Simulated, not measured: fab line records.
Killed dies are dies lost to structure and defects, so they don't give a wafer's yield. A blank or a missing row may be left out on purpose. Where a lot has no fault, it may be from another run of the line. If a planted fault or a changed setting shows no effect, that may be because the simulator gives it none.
Shared-tool check | flow nand-harc | Lots sampled 2, wafers sampled 6

REASON IT WAS OPENED
At NHARC_END_SORT_01 the reading killed-at-periphery is flagged on 2 of 2 lots. No-fault wafers: 3.8, standard deviation 2.5.
Rule: a lot gets a flag if all its wafers with a number sit over 4 standard deviations from that mean, or if no wafer of it has a number. All remaining lots are regarded as sound.

lot  | measured     | on        | killed-at-periphery, wafer by wafer | flag
L694 | day 26 05:54 | prober-02 | 618 613 629                         | FLAGGED
L695 | day 27 22:08 | prober-01 | 618 605 618                         | FLAGGED
The numbers of the flagged lots are 616.8 on average: +613.0 against the usual, or +99 or more standard deviations.

TOOL THAT RAN EACH LOT
4 process steps preceding the reading are held in the record, out of 1302 steps in the route. Every cell lists first the tool, next ch and the chambers used by the sampled wafers, and last the start.
lot  | flag    | NHARC_P_GATE_HM_OPEN_105                     | NHARC_P_GATE_ALD_36              | NHARC_P_GATE_ETCHBACK_37          | NHARC_P_GATE_STRIP_101
L694 | FLAGGED | rie-diel-01 ch 0,1,3, day 7 17:32 or earlier | ald-sin-04 ch 1,2, day 7 17:32   | rie-diel-12 ch 0,2,3, day 8 03:02 | rie-diel-12 ch 0,2,3, day 8 03:07
L695 | FLAGGED | rie-diel-01 ch 0,1,2, day 8 14:11 or earlier | ald-sin-01 ch 0,1,3, day 8 14:11 | rie-diel-12 ch 0,3, day 8 21:35   | rie-diel-12 ch 1,2, day 8 21:40
What these steps do:
- NHARC_P_GATE_HM_OPEN_105: chemistry O2/COS, target depth 360 nm.
- NHARC_P_GATE_ALD_36: deposits SiNx, target thk 20 nm, pulse time 60 s, ald cycles 223.
- NHARC_P_GATE_ETCHBACK_37: etches the open film in CHF3/O2, target depth 34.5 nm, time 17.2 s.
- NHARC_P_GATE_STRIP_101: strips in O2, time 20 s.
- NHARC_END_SORT_01

FLAGGED AGAINST TOTAL, ONE TOOL AT A TIME (gauges that did the reading follow at the end)
step                     | tool        | lots run | flagged | share of the flagged lots | sound lots run after its first flagged lot
NHARC_P_GATE_HM_OPEN_105 | rie-diel-01 | 2        | 2       | all                       | 0
NHARC_P_GATE_ALD_36      | ald-sin-01  | 1        | 1       | some                      | 0
NHARC_P_GATE_ALD_36      | ald-sin-04  | 1        | 1       | some                      | 0
NHARC_P_GATE_ETCHBACK_37 | rie-diel-12 | 2        | 2       | all                       | 0
NHARC_P_GATE_STRIP_101   | rie-diel-12 | 2        | 2       | all                       | 0
NHARC_END_SORT_01        | prober-01   | 1        | 1       | some                      | 0
NHARC_END_SORT_01        | prober-02   | 1        | 1       | some                      | 0
Because NHARC_P_GATE_HM_OPEN_105 lacks a start for some lots, the hours and order of its lots are taken from NHARC_P_GATE_ALD_36.

THE TABLE: WHAT IT ALLOWS
Rows of the table that ran every flagged lot, 3 in all: rie-diel-01 at NHARC_P_GATE_HM_OPEN_105, rie-diel-12 at NHARC_P_GATE_ETCHBACK_37, rie-diel-12 at NHARC_P_GATE_STRIP_101.
- rie-diel-01 at NHARC_P_GATE_HM_OPEN_105: 2 of its 2 lots flagged. With no sound lot run before its first flagged lot in this sample, there is nothing to narrow down the start.
- rie-diel-12 at NHARC_P_GATE_ETCHBACK_37: 2 of its 2 lots flagged. With no sound lot run before its first flagged lot in this sample, there is nothing to narrow down the start.
- rie-diel-12 at NHARC_P_GATE_STRIP_101: 2 of its 2 lots flagged. With no sound lot run before its first flagged lot in this sample, there is nothing to narrow down the start.
These 2 tools cannot be told apart by counting lots, since each of them fits a fault that started at some hour. More lots, or a look at what each step does to the wafer, might.

WHAT THE SIMULATOR HAD INSERTED
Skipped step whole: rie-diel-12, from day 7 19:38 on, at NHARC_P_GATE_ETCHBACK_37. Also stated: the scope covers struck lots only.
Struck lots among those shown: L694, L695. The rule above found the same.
